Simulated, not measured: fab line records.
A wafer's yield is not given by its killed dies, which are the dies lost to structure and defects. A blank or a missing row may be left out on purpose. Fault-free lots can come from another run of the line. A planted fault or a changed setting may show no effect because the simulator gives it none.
Lot-split experiment	flow n5 finfet	21 wafers read across 7 lots, on a route 1938 steps long

## ON THE SPLIT
At N5_BEOL_M5_EXPOSE_25 (exposes mask V4, defocus 10 nm), the setting dose mj was moved away from the recipe's 52.75 on 7 of the 21 wafers read, by -6.7% to +3.6%. This setting was run at the recipe's value on the other wafers.

## FROM THE SPLIT TO THE READING: what the file shows between them, 2 steps
- N5_BEOL_M5_PEB_26: peb time 60 s
- N5_BEOL_M5_DEVELOP_27: develop time 30 s

## THE READING
cd nm, in nm, at N5_BEOL_M5_CD_MEAS_28 (target cd 30.6 nm, target cd y 20 nm). A value of 30.68 nm with a standard deviation of 0.26 nm is what fault-free wafers of this fab line usually give.

wafer	tool, chamber at the split	dose mj as run	against the recipe	cd nm, nm	against lot-mates on the recipe
L075.1	euv scanner-01, 0	50.52	-4.2%	29.83	-0.78
L075.2	euv scanner-01, 0	52.75	recipe	30.62	-
L075.3	euv scanner-01, 0	52.75	recipe	30.60	-
L079.1	euv scanner-01, 0	49.21	-6.7%	29.11	-1.48
L079.2	euv scanner-01, 0	49.21	-6.7%	29.20	-1.39
L079.5	euv scanner-01, 0	52.75	recipe	30.59	-
L081.3	euv scanner-01, 0	52.75	recipe	30.28	-
L081.5	euv scanner-01, 0	52.75	recipe	30.56	-
L081.6	euv scanner-01, 0	53.86	+2.1%	30.84	+0.42
L086.2	euv scanner-02, 0	52.75	recipe	30.88	-
L086.4	euv scanner-02, 0	52.75	recipe	30.73	-
L086.6	euv scanner-02, 0	52.75	recipe	30.78	-
L091.3	euv scanner-01, 0	53.85	+2.1%	30.84	+0.32
L091.4	euv scanner-01, 0	52.75	recipe	30.53	-
L091.6	euv scanner-01, 0	52.75	recipe	30.51	-
L090.4	euv scanner-02, 0	52.75	recipe	30.24	-
L090.5	euv scanner-02, 0	54.65	+3.6%	31.29	+1.05
L090.6	euv scanner-02, 0	54.65	+3.6%	30.90	+0.66
L097.1	euv scanner-02, 0	52.75	recipe	31.15	-
L097.2	euv scanner-02, 0	52.75	recipe	30.84	-
L097.4	euv scanner-02, 0	52.75	recipe	30.84	-

FIT RESULTS
A straight line over all 21 wafers: cd nm changes by +0.19 nm for each +1% of dose mj; r = +0.91; the points scatter about the line by 0.24 nm.
The same after taking each lot's own level away (the mean of its wafers on the recipe; 21 wafers): +0.212 nm for each +1%; r = +0.98; scatter 0.11 nm.
That fit puts the effect of the largest move of dose mj on the reading at 1.4 nm.
The lots' own levels span 30.240 to 30.943 nm, that is 2.7 times the standard deviation above.
So the lot-to-lot level changes the slope: the two fits differ.
Check: for one of the wafers moved furthest among these (-6.7%), held out of the fit, the line's prediction against its lot-mates is -1.39 nm. It came out at -1.48 nm against them.

## THESE WAFERS: OTHER SPLITS
Note: prior to the reading, these wafers also went through further splits. Each is held against what the fit with the lots' levels taken away leaves over:
other split on the same wafers	wafers away from the commonest value	r with cd nm (lot level and that fit taken away)
N5_BEOL_M3_ETCH_64 time s	12	-0.10
N5_BEOL_M3_COAT_76 spin rpm	6	+0.16
N5_BEOL_M4_EXPOSE_08 dose mj	7	+0.02
N5_BEOL_M4_ETCH_64 bias w	7	+0.02
N5_BEOL_M4_EXPOSE_25 dose mj	8	+0.12

## THE FILE'S OWN FIT
cd nm changes by +0.208 nm for each +1% of dose mj, r = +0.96.
